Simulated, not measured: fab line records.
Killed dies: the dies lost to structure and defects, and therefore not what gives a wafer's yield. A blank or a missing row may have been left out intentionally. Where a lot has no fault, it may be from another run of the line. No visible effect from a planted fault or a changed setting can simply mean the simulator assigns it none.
Matching of chambers    flow n5 finfet    rie diel-02 running N5_BEOL_M12_ETCH_67: 4 sister chambers
The step etches SiARC in CF4, target depth 143 nm, time 238.3 s. 4 wafers are shown with their chamber, then 10 later ones without.

== EACH WAFER AND ITS CHAMBER ==
wafer   chamber  drypump motor current A (A)
L079.5  1        5.5
L085.5  0        6.0
L089.1  3        5.5
L089.2  2        6.2

== WAFERS MISSING THEIR CHAMBER ==
wafer   drypump motor current A (A)
L089.6  6.1
L087.1  5.5
L087.2  5.5
L087.5  6.2
L090.1  6.2
L090.4  5.5
L090.5  5.5
L092.2  6.0
L092.3  5.5
L092.6  5.5

== EACH ONE'S CHAMBER ==
wafer   from the rows above      in truth
L089.6  can't be placed: 0 or 2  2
L087.1  can't be placed: 1 or 3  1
L087.2  can't be placed: 1 or 3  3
L087.5  2                        2
L090.1  2                        2
L090.4  can't be placed: 1 or 3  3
L090.5  can't be placed: 1 or 3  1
L092.2  0                        0
L092.3  can't be placed: 1 or 3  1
L092.6  can't be placed: 1 or 3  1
Correct placement for 3 of the 10. Not placeable from these rows: 7 (in 7, the candidates include the true chamber). Number placed wrongly: 0.
How it was worked out, from the rows above alone: a wafer's distance from a chamber is the root of the sum, over the readings, of the square of ((its reading less the chamber's mean) divided by the reading's scatter). If the next closest chamber is less than 2 further off than the closest, the wafer can't be placed; otherwise it belongs to the closest. The mean given for a chamber averages the wafers shown for that chamber. The scatter: root of mean squared gap, hidden wafer to nearest shown wafer, with one shown wafer a chamber.
